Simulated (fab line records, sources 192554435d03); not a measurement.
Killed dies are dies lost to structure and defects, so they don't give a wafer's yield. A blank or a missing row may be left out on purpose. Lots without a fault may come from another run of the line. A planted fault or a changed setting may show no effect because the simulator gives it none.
Chamber matching | flow n5_finfet | N5_BEOL_M1_PRE_CLEAN_60 on cvd_co-02: 3 sister chambers
The step time 15 s. 6 wafers are shown with their chamber, then 12 later ones without.

WAFERS WITH THEIR CHAMBER
wafer  | chamber | heater_power_w (W)
L083.4 | 0       | 113
L085.1 | 1       | 78
L085.6 | 2       | 116
L089.1 | 2       | 115
L089.2 | 0       | 113
L089.3 | 1       | 76

WAFERS WITHOUT THEIR CHAMBER
wafer  | heater_power_w (W)
L092.1 | 112
L092.2 | 77
L092.5 | 115
L093.1 | 114
L093.4 | 78
L093.5 | 76
L096.3 | 115
L096.4 | 117
L096.6 | 77
L097.3 | 120
L097.4 | 112
L097.5 | 115

WHICH CHAMBER EACH WENT THROUGH
wafer  | from the rows above     | in truth
L092.1 | 0                       | 0
L092.2 | 1                       | 1
L092.5 | can't be placed: 2 or 0 | 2
L093.1 | can't be placed: 0 or 2 | 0
L093.4 | 1                       | 1
L093.5 | 1                       | 1
L096.3 | can't be placed: 2 or 0 | 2
L096.4 | 2                       | 2
L096.6 | 1                       | 1
L097.3 | 2                       | 2
L097.4 | 0                       | 0
L097.5 | can't be placed: 2 or 0 | 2
Placed correctly: 8 of 12. Can't be placed from these rows: 4 (the true chamber is among the candidates in 4). Placed wrongly: 0.
How it was worked out, from the rows above alone: a wafer's distance from a chamber is the root of the sum, over the readings, of the square of ((its reading less the chamber's mean) divided by the reading's scatter). The wafer belongs to the nearest chamber; if the next one is less than 2 further off, it can't be placed. A chamber's mean is the mean of its shown wafers. The scatter: the root of (the sum of the squares of (reading less its chamber's mean) over the shown wafers, divided by (wafers less chambers)).
